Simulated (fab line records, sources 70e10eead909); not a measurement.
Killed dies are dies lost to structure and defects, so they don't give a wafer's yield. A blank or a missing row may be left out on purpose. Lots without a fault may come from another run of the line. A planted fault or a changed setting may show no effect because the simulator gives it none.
Chamber matching | flow nand_harc | NHARC_P_M0_PRE_CLEAN_31 on pecvd-02: 3 sister chambers
The step time 12 s. 6 wafers are shown with their chamber, then 12 later ones without.

WAFERS WITH THEIR CHAMBER
wafer  | chamber | heater_power_w (W)
L088.4 | 0       | 670
L088.5 | 1       | 597
L088.6 | 2       | 663
L090.1 | 1       | 615
L090.2 | 0       | 663
L090.6 | 2       | 654

WAFERS WITHOUT THEIR CHAMBER
wafer  | heater_power_w (W)
L091.1 | 579
L091.2 | 684
L091.3 | 603
L093.2 | 552
L093.3 | 587
L093.4 | 565
L094.2 | 656
L094.3 | 590
L094.5 | 670
L096.2 | 563
L096.4 | 549
L096.5 | 605

WHICH CHAMBER EACH WENT THROUGH
wafer  | from the rows above     | in truth
L091.1 | 1                       | 1
L091.2 | can't be placed: 0 or 2 | 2
L091.3 | 1                       | 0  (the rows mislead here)
L093.2 | 1                       | 1
L093.3 | 1                       | 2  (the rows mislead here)
L093.4 | 1                       | 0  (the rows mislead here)
L094.2 | can't be placed: 2 or 0 | 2
L094.3 | 1                       | 1
L094.5 | can't be placed: 0 or 2 | 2
L096.2 | 1                       | 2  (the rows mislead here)
L096.4 | 1                       | 1
L096.5 | 1                       | 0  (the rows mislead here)
Placed correctly: 4 of 12. Can't be placed from these rows: 3 (the true chamber is among the candidates in 3). Placed wrongly: 5.
How it was worked out, from the rows above alone: a wafer's distance from a chamber is the root of the sum, over the readings, of the square of ((its reading less the chamber's mean) divided by the reading's scatter). The wafer belongs to the nearest chamber; if the next one is less than 2 further off, it can't be placed. A chamber's mean is the mean of its shown wafers. The scatter: the root of (the sum of the squares of (reading less its chamber's mean) over the shown wafers, divided by (wafers less chambers)).
